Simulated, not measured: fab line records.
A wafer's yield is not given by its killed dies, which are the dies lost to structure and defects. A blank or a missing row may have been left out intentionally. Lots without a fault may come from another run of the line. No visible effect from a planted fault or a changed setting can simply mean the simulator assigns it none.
Struck lot and sound lot, side by side + flow n5-finfet + 36 out of 1938 route steps
Sound: wafers L395.1, L395.3, L395.6. The struck wafers were L380.1, L380.2, L380.4. Last of all comes the cause.
Per side, at each step with rows, come the tool, then ch with its chambers, and then its first start. Under that, the readings that differ: sound wafers + struck wafers + difference of the means + sigmas: that difference in standard deviations of wafers without a fault.
alike: readings with means less than 2 such deviations apart, plus words and numbers identical on both sides. not compared: withheld readings, readings lacking a value on some wafer, bounds such as >300 that could conceal the same value, and numbers that have no deviation in the record and whose values overlap.
The two part at a step that has a row with sigmas, a row that says differs or no value, or rows on one side only. When numbers do not overlap yet have no deviation, they are printed without sigmas and do not part them. A reading missing from all wafers of one side parts the sides only when that side holds two or more wafers.

first, 9 steps without rows for these wafers: N5_BEOL_M4_ANNEAL_95 (time 240 s); N5_BEOL_M4_SPUTTER_96 (material Cu, target thk 4.5 nm, time 8.29 s); N5_BEOL_M4_ECD_50 (material Cu, target thk 300 nm); N5_BEOL_M4_ANNEAL_51 (time 90 s); N5_BEOL_M4_CMP_52 (polishes, stops on SiOC, t overpolish 6.8 s, target thk 40 nm); N5_BEOL_M4_PRE_CLEAN_60 (time 15 s); N5_BEOL_M4_CO_CAP_55 (material Co, precursor CCTBA/H2, target thk 2 nm, time 102.1 s); N5_BEOL_M4_PRE_CLEAN_56 (time 15 s); N5_BEOL_M4_DEP_57 (deposits SiCN from 3MS/NH3, target thk 8 nm, time 14 s).
N5_BEOL_M4_RC_MEAS_101:
  sound on prober-01 ch 0, day 14 08:14; struck on prober-02 ch 0, day 10 10:37
  alike: DIBL_N, DIBL_P, IOFF_N, IOFF_P, ION_N, ION_P, SS_N, SS_P, VT_N, VT_P
then, 24 steps without rows for these wafers: N5_BEOL_M5_ILD_DEP_00 (deposits SiCOH lowk from DEMS/porogen, target thk 140.64 nm, time 25.9 s); N5_BEOL_M5_CURE_79 (cures SiCOH lowk, time 240 s); N5_BEOL_M5_PECVD_70 (deposits SiO2 from TEOS/O2, target thk 16 nm, time 18 s); N5_BEOL_M5_HM_DEP_02 (deposits TiN, target thk 20 nm); N5_BEOL_M5_COAT_59 (time 60 s, resist thk 60 nm); N5_BEOL_M5_COAT_60 (time 60 s, resist thk 12 nm); N5_BEOL_M5_COAT_71 (time 60 s, resist thk 5 nm); N5_BEOL_M5_COAT_05 (resist thk 30 nm); N5_BEOL_M5_EBR_07; N5_BEOL_M5_SOFTBAKE_06 (time 60 s); N5_BEOL_M5_EXPOSE_08 (exposes mask M5, target cd 28 nm); N5_BEOL_M5_PEB_09 (peb time 60 s); N5_BEOL_M5_DEVELOP_10 (develop time 30 s); N5_BEOL_M5_DESCUM_16 (chemistry O2, time 7 s); N5_BEOL_M5_ETCH_72 (etches underlayer in N2/H2, target depth 6.5 nm, time 5.2 s); N5_BEOL_M5_ETCH_61 (etches SiARC in CF4, target depth 15.6 nm, time 26 s); N5_BEOL_M5_ETCH_62 (etches SOC in N2/H2, target depth 75 nm, overetch 15 nm, time 112.5 s); N5_BEOL_M5_STRIP_63 (strips in N2/H2); N5_BEOL_M5_STRIP_73 (strips in N2/H2); N5_BEOL_M5_STRIP_64 (strips in CF4); N5_BEOL_M5_HM_OPEN_17 (chemistry Cl2/BCl3, target TiN, target depth 20 nm, overetch 6 nm); N5_BEOL_M5_STRIP_19 (strips in O2); N5_BEOL_M5_COAT_65 (time 60 s, resist thk 60 nm); N5_BEOL_M5_COAT_66 (time 60 s, resist thk 12 nm).
-- the record jumps here: 4 days lie between the struck wafers' starts before and after (it left off in module BEOL_M5 and takes up again in module PASSIVATION, whose first step shown is number 1929 of the route) --
N5_PASSIVATION_PASS_ETCH_47: etches SiNx in CF4/O2, target depth 770 nm, time 385 s.
  sound on rie-diel-06 ch 1,2, day 18 15:13; struck on rie-diel-04 ch 1,2,3, day 14 06:24
  no value came back on the struck wafers for any of 8 readings (O2_flow_sccm (sccm), bias-w (W) and others); on the sound wafers O2_flow_sccm (sccm) reads 9.968 9.971 9.988
  not compared: rf-hours-counter-h
N5_PASSIVATION_PROBE_49:
  rows exist in the record for the struck wafers here (prober-02, day 14 09:25), but not for the sound ones

## WHERE THEY PART
Last at N5_PASSIVATION_PROBE_49 as far as this record goes, first at N5_PASSIVATION_PASS_ETCH_47.

WHY: the cause the simulator had injected
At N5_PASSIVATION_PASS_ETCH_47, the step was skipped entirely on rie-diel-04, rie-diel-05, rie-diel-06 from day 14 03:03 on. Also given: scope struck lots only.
